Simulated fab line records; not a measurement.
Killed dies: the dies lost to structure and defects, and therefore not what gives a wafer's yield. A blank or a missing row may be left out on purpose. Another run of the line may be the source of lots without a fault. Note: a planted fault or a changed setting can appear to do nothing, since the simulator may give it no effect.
fab line records | flow n5_finfet
record: lots: 13 | wafers: 34 | last_day: 18
route steps=1938 shown HKMG_FIN@449 GATE_CUT@466
lots that met no fault: from a run of the same line without faults
start_h: hours from the record's opening day to when the first of the lot's shown wafers began | wait_h: how many hours have passed since the lot's step before this one | " same as the row above | L1.1+2: several wafers, shown together as one row | - no value, or no start was given | * or withheld: withheld | < > ~ a bound
route shown NAME@n: a module of which the file shows steps, and the number in the route of the first | usual: mean/standard deviation taken from wafers without a fault | same: alike in all rows | chamber/n: place in a boat | sites: readings site by site | _std_site: how widely they spread, as a standard deviation | _edge_site: inner sites' mean taken away from outer sites' mean | radius_mm: for every site, how far away it sits from the centre of the wafer | mask NAME#n: copy n | behind: tool/chamber where the wafer was last shaped | hold: reason for holding the lot/hours on hold/outcome of the hold | device: transistor that didn't switch, given as n, p or np | end of line: tests of these same wafers at the route's end | where a step has no rows: the recipe by itself | killed: at the first sort, the dies lost to defects and structure; wafer yield is something else | map: a wafer's dies, marking killed ones x, the rest . and places with no die _
set.NAME: the run value of the setting; set.NAME@STEP: its run value at that earlier step | model.NAME: the simulator's own value behind a step, which no gauge read
the route's steps for a sample of lots (tables are steps, rows are wafers)
services: when a tool's chamber went out of use (start_h, in hours from the record's first day, below 0 if earlier), for how many hours, and the reason
== steps ==
step: N5_HKMG_FIN_ALD_71
recipe: material: TiN | target_thk_a: 10 | temp_c: 400 | ald_precursor_family: TiCl4 | ald_co_reactant: NH3 | pulse_time_s: 1 | purge_time_s: 3 | co_reactant_purge_time_s: 2 | co_reactant_pulse_time_s: 2 | ald_cycles: 47 | pressure_torr: 3
usual: chamber_pressure_Torr: 3.000/0.0066 | heater_power_w: 874/140 | precursor_pulse_height_rel: 1.002/0.018
lot.wafer | tool         | chamber | start_h | wait_h | chamber_pressure_Torr | heater_power_w | precursor_pulse_height_rel
L710.1    | ald_metal-01 | 0       | 77.03   | 0.0    | 3.009                 | 848            | 0.999
L710.2    | "            | 3       | "       | "      | 3.007                 | 814            | 1.034
L710.3    | "            | 2       | "       | "      | 3.009                 | 1005           | 0.980
L712.3    | ald_metal-01 | 0       | 88.12   | 0.0    | 3.009                 | 842            | 1.011
L712.4    | "            | 3       | "       | "      | 3.006                 | 819            | 0.994
L712.5    | "            | 3       | "       | "      | 2.999                 | 840            | 1.003
L715.1    | ald_metal-02 | 3       | 108.01  | 0.0    | 3.003                 | 671            | 0.939
L715.2    | "            | 1       | "       | "      | 3.004                 | 650            | 0.995
L715.3    | "            | 0       | "       | "      | 3.003                 | 979            | 1.010
L716.2    | ald_metal-01 | 3       | 117.25  | 0.0    | 2.998                 | 831            | 0.984
L716.5    | "            | 1       | "       | "      | 2.999                 | 960            | 0.993
L717.2    | ald_metal-01 | 2       | 119.49  | 0.0    | 3.010                 | 1022           | 0.970
L717.3    | "            | 1       | "       | "      | 3.005                 | 981            | 1.003
L719.3    | ald_metal-02 | 3       | 132.76  | 0.0    | 2.993                 | 663            | 1.006
L719.4    | "            | 1       | "       | "      | 2.993                 | 651            | 0.989
L722.3    | ald_metal-03 | 3       | 151.49  | 0.0    | 2.990                 | 795            | 1.007
L722.4    | "            | 0       | "       | "      | 2.997                 | 736            | 1.026
L722.6    | "            | 0       | "       | "      | 2.993                 | 697            | 0.991
L723.2    | ald_metal-03 | 3       | 158.30  | 0.0    | 3.006                 | 794            | 0.988
L723.4    | "            | 2       | "       | "      | 3.008                 | 942            | 1.025
L725.2    | ald_metal-01 | 2       | 169.26  | 0.0    | 3.000                 | 1024           | 1.009
L725.4    | "            | 0       | "       | "      | 3.006                 | 842            | 0.982
L725.5    | "            | 0       | "       | "      | 2.987                 | 845            | 1.003
L728.1    | ald_metal-01 | 3       | 185.93  | 0.0    | 2.995                 | 829            | 0.980
L728.3    | "            | 2       | "       | "      | 3.003                 | 1001           | 0.992
L728.4    | "            | 0       | "       | "      | 2.999                 | 829            | 1.005
L730.2    | ald_metal-03 | 0       | 197.70  | 0.0    | 3.007                 | 725            | 1.008
L730.5    | "            | 3       | "       | "      | 3.003                 | 776            | 1.033
L732.1    | ald_metal-02 | 0       | 217.80  | 0.0    | 2.991                 | 995            | 0.981
L732.4    | "            | 2       | "       | "      | 2.996                 | 1000           | 0.988
L732.6    | "            | 2       | "       | "      | 2.996                 | 1018           | 0.986
L733.2    | ald_metal-01 | 3       | 222.35  | 0.0    | 2.999                 | 817            | 1.001
L733.5    | "            | 0       | "       | "      | 3.003                 | 858            | 1.009
L733.6    | "            | 1       | "       | "      | 2.998                 | 977            | 0.997
step: N5_HKMG_FIN_ETCHBACK_68
recipe: chemistry: Cl2/Ar | stop_on: HfO2 | target_depth_a: 5 | pressure_mtorr: 10 | icp_w: 600 | bias_w: 60 | Cl2_flow_sccm: 40 | Ar_flow_sccm: 60
usual: drypump_motor_current_A: 5.7/0.34 | mfc_ar_sccm: 60.04/0.18 | oes_product_au: 0.78/0.096 | throttle_valve_pct: 20.71/0.22
lot.wafer | tool         | chamber | start_h | wait_h | drypump_motor_current_A | mfc_ar_sccm | oes_product_au | rf_hours_counter_h | throttle_valve_pct
L710.1    | rie_metal-01 | 1       | 77.58   | 0.0    | 5.5                     | 59.92       | 0.60           | 125                | 20.85
L710.2    | "            | 1       | "       | "      | 5.5                     | 60.25       | 0.61           | -                  | 20.84
L710.3    | "            | 1       | "       | "      | 5.5                     | 60.00       | 0.61           | -                  | 20.85
L712.3    | rie_metal-03 | 1       | 88.71   | 0.1    | 5.9                     | 59.98       | 0.81           | -                  | 20.86
L712.4    | "            | 0       | "       | "      | 5.6                     | 60.33       | 0.79           | -                  | 20.51
L712.5    | "            | 1       | "       | "      | 5.9                     | 60.04       | 0.81           | -                  | 20.86
L715.1    | rie_metal-03 | 0       | 108.57  | 0.0    | 5.6                     | 59.84       | 0.78           | 35                 | 20.52
L715.2    | "            | 1       | "       | "      | 5.9                     | 59.92       | 0.80           | 33                 | 20.87
L715.3    | "            | 1       | "       | "      | 5.9                     | 60.09       | 0.80           | -                  | 20.88
L716.2    | rie_metal-03 | 1       | 117.88  | 0.0    | 5.9                     | 59.86       | 0.79           | 34                 | 20.87
L716.5    | "            | 1       | "       | "      | 5.9                     | 60.05       | 0.80           | -                  | 20.87
L717.2    | rie_metal-03 | 1       | 120.05  | 0.0    | 5.9                     | 59.86       | 0.80           | 34                 | 20.86
L717.3    | "            | 0       | "       | "      | 5.6                     | 59.92       | 0.78           | -                  | 20.54
L719.3    | rie_metal-01 | 1       | 133.36  | 0.1    | 5.5                     | 60.21       | 0.60           | -                  | 20.86
L719.4    | "            | 0       | "       | "      | 5.2                     | 60.02       | 0.93           | -                  | 20.95
L722.3    | rie_metal-02 | 1       | 152.09  | 0.1    | 6.3                     | 60.06       | 0.77           | -                  | 20.31
L722.4    | "            | 0       | "       | "      | 5.6                     | 60.02       | 0.75           | -                  | 20.64
L722.6    | "            | 0       | "       | "      | 5.6                     | 60.23       | 0.75           | -                  | 20.60
L723.2    | rie_metal-02 | 0       | 158.86  | 0.0    | 5.6                     | 60.06       | 0.74           | 45                 | 20.63
L723.4    | "            | 1       | "       | "      | 6.4                     | 60.27       | 0.76           | -                  | 20.31
L725.2    | rie_metal-01 | 0       | 170.02  | 0.0    | 5.2                     | 60.17       | 0.91           | 7                  | 20.96
L725.4    | "            | 0       | "       | "      | 5.2                     | 59.78       | 0.92           | -                  | 20.98
L725.5    | "            | 1       | "       | "      | 5.5                     | 60.07       | 0.60           | -                  | 20.85
L728.1    | rie_metal-02 | 0       | 186.51  | 0.0    | 5.6                     | 60.16       | 0.74           | 48                 | 20.64
L728.3    | "            | 0       | "       | "      | 5.6                     | 60.28       | 0.74           | -                  | 20.61
L728.4    | "            | 1       | "       | "      | 6.3                     | 59.91       | 0.75           | -                  | 20.31
L730.2    | rie_metal-02 | 0       | 198.32  | 0.0    | 5.6                     | 60.07       | 0.73           | 49                 | 20.63
L730.5    | "            | 0       | "       | "      | 5.6                     | 60.00       | 0.74           | -                  | 20.64
L732.1    | rie_metal-01 | 1       | 218.37  | 0.0    | 5.5                     | 59.80       | 0.97           | 1                  | 20.84
L732.4    | "            | 0       | "       | "      | 5.1                     | 60.23       | 0.90           | -                  | 20.95
L732.6    | "            | 0       | "       | "      | 5.1                     | 59.77       | 0.88           | -                  | 20.97
L733.2    | rie_metal-03 | 0       | 223.14  | 0.0    | 5.6                     | 59.79       | 0.76           | 45                 | 20.55
L733.5    | "            | 0       | "       | "      | 5.6                     | 59.76       | 0.76           | -                  | 20.57
L733.6    | "            | 1       | "       | "      | 5.9                     | 59.98       | 0.76           | -                  | 20.89
step: N5_HKMG_FIN_STRIP_69
recipe: chemistry: N2/H2 | power_w: 2500 | temp_c: 300 | h2_frac: 0.65 | time_s: 360 | pressure_mtorr: withheld | n2_flow_sccm: 1750 | h2_flow_sccm: 3250
usual: drypump_motor_current_A: 5.7/0.31 | heater_power_w: 495/16
lot.wafer | tool            | chamber | start_h | wait_h | drypump_motor_current_A | heater_power_w | rf_hours_counter_h
L710.1    | plasma_asher-01 | 0       | 77.84   | 0.2    | 5.3                     | 511            | 78
L710.2    | "               | 1       | "       | "      | 5.4                     | 493            | 78
L710.3    | "               | 0       | "       | "      | 5.3                     | 515            | -
L712.3    | plasma_asher-02 | 0       | 88.94   | 0.2    | 5.7                     | 456            | -
L712.4    | "               | 1       | "       | "      | 6.2                     | 495            | -
L712.5    | "               | 0       | "       | "      | 5.7                     | 467            | -
L715.1    | plasma_asher-02 | 1       | 108.72  | 0.1    | 6.1                     | 495            | 45
L715.2    | "               | 0       | "       | "      | 5.7                     | 475            | 45
L715.3    | "               | 1       | "       | "      | 6.1                     | 487            | -
L716.2    | plasma_asher-01 | 0       | 118.02  | 0.1    | 5.3                     | 507            | 85
L716.5    | "               | 1       | "       | "      | 5.5                     | 485            | -
L717.2    | plasma_asher-01 | 1       | 120.19  | 0.1    | 5.5                     | 517            | 85
L717.3    | "               | 0       | "       | "      | 5.3                     | 523            | -
L719.3    | plasma_asher-02 | 1       | 133.58  | 0.2    | 6.1                     | 503            | -
L719.4    | "               | 0       | "       | "      | 5.7                     | 474            | -
L722.3    | plasma_asher-02 | 1       | 152.31  | 0.2    | 6.1                     | 497            | -
L722.4    | "               | 0       | "       | "      | 5.7                     | 465            | -
L722.6    | "               | 0       | "       | "      | 5.7                     | 479            | -
L723.2    | plasma_asher-01 | 1       | 159.00  | 0.1    | 5.5                     | 506            | 93
L723.4    | "               | 0       | "       | "      | 5.3                     | 506            | -
L725.2    | plasma_asher-02 | 1       | 170.16  | 0.1    | 6.1                     | 487            | 57
L725.4    | "               | 1       | "       | "      | 6.1                     | 502            | -
L725.5    | "               | 0       | "       | "      | 5.7                     | 463            | -
L728.1    | plasma_asher-02 | 0       | 186.65  | 0.1    | 5.7                     | 481            | 60
L728.3    | "               | 0       | "       | "      | 5.7                     | 471            | -
L728.4    | "               | 1       | "       | "      | 6.2                     | 492            | -
L730.2    | plasma_asher-01 | 1       | 198.46  | 0.1    | 5.5                     | 510            | 102
L730.5    | "               | 0       | "       | "      | 5.3                     | 528            | -
L732.1    | plasma_asher-02 | 1       | 218.51  | 0.1    | 6.1                     | 493            | 65
L732.4    | "               | 0       | "       | "      | 5.8                     | 471            | -
L732.6    | "               | 0       | "       | "      | 5.7                     | 467            | -
L733.2    | plasma_asher-02 | 1       | 223.28  | 0.1    | 6.1                     | 491            | 66
L733.5    | "               | 1       | "       | "      | 6.1                     | 505            | -
L733.6    | "               | 0       | "       | "      | 5.7                     | 478            | -
step: N5_GATE_CUT_ETCH_56
recipe: chemistry: Cl2/Ar | target: TiN | target_depth_a: 216 | pressure_mtorr: 10 | icp_w: 600 | bias_w: 60 | Cl2_flow_sccm: 40 | Ar_flow_sccm: 60
usual: drypump_motor_current_A: 5.7/0.36 | mfc_ar_sccm: 60.00/0.16 | oes_product_au: 0.80/0.11 | rf_fwd_power_W: 596.4/2.4 | throttle_valve_pct: 20.69/0.22
lot.wafer | tool         | chamber | start_h | wait_h | drypump_motor_current_A | mfc_ar_sccm | oes_product_au | rf_fwd_power_W | rf_hours_counter_h | throttle_valve_pct
L710.1    | rie_metal-01 | 1       | 79.75   | 0.2    | 5.5                     | 60.04       | 0.61           | 589.9          | 125                | 20.84
L710.2    | "            | 1       | "       | "      | 5.5                     | 60.21       | 0.61           | 594.1          | -                  | 20.85
L710.3    | "            | 1       | "       | "      | 5.5                     | 60.12       | 0.61           | 593.6          | -                  | 20.84
L712.3    | rie_metal-01 | 0       | 90.63   | 0.1    | 5.2                     | 59.98       | 1.00           | 597.7          | -                  | 20.91
L712.4    | "            | 1       | "       | "      | 5.5                     | 59.88       | 0.60           | 591.0          | -                  | 20.84
L712.5    | "            | 0       | "       | "      | 5.2                     | 60.34       | 1.01           | 598.7          | -                  | 20.92
L715.1    | rie_metal-01 | 0       | 110.50  | 0.1    | 5.2                     | 59.90       | 0.98           | 601.1          | 3                  | 20.91
L715.2    | "            | 1       | "       | "      | 5.5                     | 60.02       | 0.61           | 597.0          | 128                | 20.83
L715.3    | "            | 1       | "       | "      | 5.5                     | 59.93       | 0.61           | 592.5          | -                  | 20.86
L716.2    | rie_metal-01 | 0       | 119.80  | 0.1    | 5.2                     | 59.99       | 0.96           | 599.8          | 3                  | 20.92
L716.5    | "            | 1       | "       | "      | 5.5                     | 59.61       | 0.60           | 592.9          | -                  | 20.86
L717.2    | rie_metal-02 | 1       | 122.00  | 0.1    | 6.3                     | 59.92       | 0.77           | 596.5          | 35                 | 20.31
L717.3    | "            | 1       | "       | "      | 6.3                     | 60.00       | 0.77           | 596.7          | -                  | 20.29
L719.3    | rie_metal-03 | 0       | 135.28  | 0.1    | 5.6                     | 60.24       | 0.79           | 594.7          | -                  | 20.54
L719.4    | "            | 1       | "       | "      | 6.0                     | 60.22       | 0.81           | 598.5          | -                  | 20.85
L722.3    | rie_metal-02 | 1       | 154.00  | 0.1    | 6.3                     | 60.21       | 0.77           | 598.5          | -                  | 20.30
L722.4    | "            | 0       | "       | "      | 5.6                     | 59.96       | 0.75           | 599.1          | -                  | 20.61
L722.6    | "            | 1       | "       | "      | 6.3                     | 60.07       | 0.77           | 596.8          | -                  | 20.29
L723.2    | rie_metal-03 | 0       | 160.80  | 0.1    | 5.6                     | 60.21       | 0.78           | 595.7          | 40                 | 20.54
L723.4    | "            | 1       | "       | "      | 5.9                     | 59.70       | 0.81           | 594.3          | -                  | 20.85
L725.2    | rie_metal-02 | 1       | 171.94  | 0.1    | 6.3                     | 60.26       | 0.87           | 738.8          | 39                 | 20.15
L725.4    | "            | 1       | "       | "      | 6.3                     | 60.11       | 0.86           | 737.1          | -                  | 20.17
L725.5    | "            | 0       | "       | "      | 5.7                     | 60.06       | 0.85           | 737.7          | -                  | 20.48
L728.1    | rie_metal-02 | 1       | 188.44  | 0.1    | 6.3                     | 59.92       | 0.86           | 743.3          | 40                 | 20.17
L728.3    | "            | 1       | "       | "      | 6.3                     | 59.94       | 0.85           | 742.6          | -                  | 20.19
L728.4    | "            | 0       | "       | "      | 5.6                     | 60.18       | 0.83           | 743.6          | -                  | 20.51
L730.2    | rie_metal-01 | 0       | 200.73  | 0.1    | 5.2                     | 59.70       | 0.92           | 597.9          | 11                 | 20.94
L730.5    | "            | 0       | "       | "      | 5.2                     | 59.82       | 0.91           | 598.8          | -                  | 20.93
L732.1    | rie_metal-01 | 1       | 220.29  | 0.1    | 5.5                     | 59.89       | 0.97           | 597.1          | 1                  | 20.85
L732.4    | "            | 0       | "       | "      | 5.2                     | 60.22       | 0.90           | 594.1          | -                  | 20.97
L732.6    | "            | 0       | "       | "      | 5.2                     | 59.86       | 0.90           | 593.5          | -                  | 20.96
L733.2    | rie_metal-01 | 0       | 225.06  | 0.1    | 5.2                     | 59.89       | 0.90           | 599.1          | 13                 | 20.95
L733.5    | "            | 1       | "       | "      | 5.5                     | 60.07       | 0.97           | 595.9          | -                  | 20.82
L733.6    | "            | 0       | "       | "      | 5.2                     | 60.04       | 0.90           | 599.3          | -                  | 20.95
== services ==
tool         | chamber | start_h | hours | kind
rie_metal-01 | 0       | 64.59   | -     | clean
rie_metal-01 | 0       | 64.59   | 19.9  | scheduled_down
rie_metal-01 | 0       | 64.59   | 19.9  | vent_cycle
ald_metal-01 | 0       | 109.66  | 17.9  | repair
rie_metal-01 | -       | 167.32  | 2.4   | repair
rie_metal-01 | 1       | 182.03  | -     | clean
rie_metal-01 | 1       | 182.03  | 18.0  | scheduled_down
rie_metal-01 | 1       | 182.03  | 18.0  | vent_cycle
ald_metal-01 | -       | 201.96  | 1.6   | repair
ald_metal-02 | -       | 218.63  | 1.0   | repair
== key ==
first_sign: step: N5_GATE_CUT_ETCH_56 | reading: rf_fwd_power_W | direction: up | sigmas: 59 | usual: * | struck: *
effect none on later readings
met_at N5_GATE_CUT_ETCH_56
struck_lots L725,L728
tester_left_out L725,L728
baseline_loss: step: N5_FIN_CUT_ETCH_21 | wafers: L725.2
not_acting_at N5_HKMG_FIN_ALD_71,N5_HKMG_FIN_ETCHBACK_68,N5_HKMG_FIN_STRIP_69
onset_between 154.00 171.94
fault: kind: process_parameter_drift | tool: rie_metal-02 | chamber: - | onset_h: 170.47 | steps: N5_GATE_CUT_ETCH_56 | channel: icp_w | offset: 144 | shape: step | end_h: 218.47 | acts_in: these_recipes_only | stated: 600
tester_left_out: of these lots the tester's yield and bins aren't shown, on N5 and GAA mostly nor the transistor test; their killed dies are dies lost to structure and defects alone, not to doping, threshold or leakage, so they don't give the yield
baseline_loss: these wafers lose ten dies or more at that step, a loss of the line's own and not of a fault; the sort's usual values leave them out
